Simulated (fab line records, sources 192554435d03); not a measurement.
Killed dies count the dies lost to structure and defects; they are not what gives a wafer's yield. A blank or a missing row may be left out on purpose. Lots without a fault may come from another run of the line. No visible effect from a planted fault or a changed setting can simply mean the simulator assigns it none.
Chamber matching | flow n5_finfet | 4 sister chambers for N5_BEOL_M2_ALD_98 on ald_sin-03
The step deposits SiO2, target thk 2.5 nm, pulse time 1 s, co reactant pulse time 1 s. 8 wafers are shown with their chamber, then 10 later ones without.

== EACH WAFER AND ITS CHAMBER ==
wafer  | chamber | heater_power_w (W) | precursor_pulse_height_rel
L075.6 | 3       | 86                 | 1.005
L082.4 | 3       | 87                 | 1.020
L084.4 | 2       | 72                 | 1.003
L084.5 | 1       | 84                 | 0.958
L086.2 | 2       | 70                 | 1.022
L086.6 | 0       | 86                 | 1.017
L087.1 | 0       | 85                 | 1.006
L087.3 | 1       | 86                 | 0.988

== WAFERS MISSING THEIR CHAMBER ==
wafer  | heater_power_w (W) | precursor_pulse_height_rel
L087.6 | 84                 | 0.995
L088.1 | 90                 | 1.020
L088.4 | 71                 | 1.055
L088.6 | 85                 | 0.986
L091.2 | 87                 | 1.019
L091.5 | 69                 | 1.009
L091.6 | 86                 | 1.045
L092.1 | 87                 | 1.008
L092.2 | 85                 | 0.982
L092.4 | 86                 | 1.021

== WHICH CHAMBER EACH ONE RAN IN ==
wafer  | from the rows above          | in truth
L087.6 | can't be placed: 0 or 1 or 3 | 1
L088.1 | can't be placed: 3 or 0      | 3
L088.4 | 2                            | 2
L088.6 | can't be placed: 1 or 0 or 3 | 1
L091.2 | can't be placed: 3 or 0      | 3
L091.5 | 2                            | 2
L091.6 | can't be placed: 3 or 0      | 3
L092.1 | can't be placed: 3 or 0      | 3
L092.2 | can't be placed: 1 or 0 or 3 | 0
L092.4 | can't be placed: 3 or 0      | 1
Placed correctly: 2 of 10. Cannot be placed on the basis of these rows: 8; the candidates contain the true chamber in 7. Number placed wrongly: 0.
How it was worked out, from the rows above alone: a wafer's distance from a chamber is the root of the sum, over the readings, of the square of ((its reading less the chamber's mean) divided by the reading's scatter). If the next closest chamber is less than 2 further off than the closest, the wafer can't be placed; otherwise it belongs to the closest. A chamber's mean is the mean of its shown wafers. How the scatter is found: for the shown wafers, subtract from each reading the mean of its chamber, square and add these, divide the total by (wafers less chambers), then take the root.
